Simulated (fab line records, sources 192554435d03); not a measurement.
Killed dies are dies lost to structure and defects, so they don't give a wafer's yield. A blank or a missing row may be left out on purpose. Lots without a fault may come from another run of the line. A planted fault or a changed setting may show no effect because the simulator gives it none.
Which tool did it? | flow n5_finfet | 10 lots, 28 wafers sampled, at 4 steps of a route of 1938

WHAT THE GAUGES READ, wafer by wafer
N5_BEOL_M3_THK_MEAS_01.
lot  | measured     | on            | M3_ILD_THK (nm)
L594 | day 7 03:02  | film_metro-01 | 77.2 77.9 79.6
L596 | day 7 03:39  | film_metro-01 | 78.8 78.7 80.4
L598 | day 7 18:33  | film_metro-01 | 77.7 79.6 121.6
L599 | day 8 12:38  | film_metro-01 | 77.2 122.4
L600 | day 9 00:32  | film_metro-02 | 77.6 121.1
L609 | day 11 06:59 | film_metro-01 | 77.8 78.3 78.8
L612 | day 11 13:49 | film_metro-01 | 78.9 79.1 80.5
L615 | day 11 22:10 | film_metro-01 | 77.8 77.7 78.8
L616 | day 12 16:04 | film_metro-01 | 77.7 79.4 79.2
L617 | day 12 18:31 | film_metro-02 | 76.6 80.7 79.3

WHICH TOOL RAN EACH LOT (tool, then ch and the chambers of the sampled wafers, then the start)
lot  | N5_BEOL_M2_SPUTTER_90        | N5_BEOL_M2_ANNEAL_95         | N5_BEOL_M3_ILD_DEP_00
L594 | pvd_sputter-01, day 7 01:07  | pvd_sputter-01, day 7 01:38  | pecvd-02 ch 0,1, day 7 02:58
L596 | pvd_sputter-03, day 7 01:46  | pvd_sputter-03, day 7 02:17  | pecvd-02 ch 0,1,2, day 7 03:35
L598 | pvd_sputter-01, day 7 16:38  | pvd_sputter-01, day 7 17:10  | pecvd-02 ch 1,2, day 7 18:29
L599 | pvd_sputter-03, day 8 10:05  | pvd_sputter-03, day 8 10:36  | pecvd-02 ch 1,2, day 8 12:35
L600 | pvd_sputter-03, day 8 18:53  | pvd_sputter-03, day 8 19:24  | pecvd-02 ch 1, day 9 00:28
L609 | pvd_sputter-02, day 11 05:07 | pvd_sputter-02, day 11 05:38 | pecvd-03 ch 1,2, day 11 06:55
L612 | pvd_sputter-01, day 11 11:55 | pvd_sputter-01, day 11 12:26 | pecvd-02 ch 0,2, day 11 13:44
L615 | pvd_sputter-01, day 11 20:19 | pvd_sputter-01, day 11 20:50 | pecvd-02 ch 0,2, day 11 22:05
L616 | pvd_sputter-02, day 12 13:52 | pvd_sputter-02, day 12 14:23 | pecvd-02 ch 1,2, day 12 15:59
L617 | pvd_sputter-01, day 12 16:41 | pvd_sputter-01, day 12 17:13 | pecvd-01 ch 0,2, day 12 18:28
- N5_BEOL_M2_SPUTTER_90: material Cu, target thk 4.5 nm, time 8.29 s.
- N5_BEOL_M2_ANNEAL_95: time 240 s.
- N5_BEOL_M3_ILD_DEP_00: deposits SiOC from DEMS/O2, target thk 79 nm, time 15.3 s.

THE ANSWER, worked out from the rows above alone
Rule: what is usual is taken from the lots themselves. Put in order of their means at a reading, lots are off if they are a third of the lots or fewer, leave a main group of 4 or more, and stand apart from it by a gap of 3 or more times the standard deviation of the main group's means; of several such gaps the widest counts. A main group whose means are all the same, to the digits that the tables above print for the reading, isn't used. A lot without any number at a reading at which 4 lots or more have one is off too. The other lots that the step has rows for count as sound.
Off: L598, L599, L600, at N5_BEOL_M3_THK_MEAS_01 (M3_ILD_THK). The main group: mean 78.7 nm, standard deviation 0.5.
A tool fits if, at a process step before that reading, it ran every lot that is off, and no sound lot after the first of them. The gauges at N5_BEOL_M3_THK_MEAS_01 are tried like those tools. None of those tried fits.

WHAT THE SIMULATOR HAD PUT IN
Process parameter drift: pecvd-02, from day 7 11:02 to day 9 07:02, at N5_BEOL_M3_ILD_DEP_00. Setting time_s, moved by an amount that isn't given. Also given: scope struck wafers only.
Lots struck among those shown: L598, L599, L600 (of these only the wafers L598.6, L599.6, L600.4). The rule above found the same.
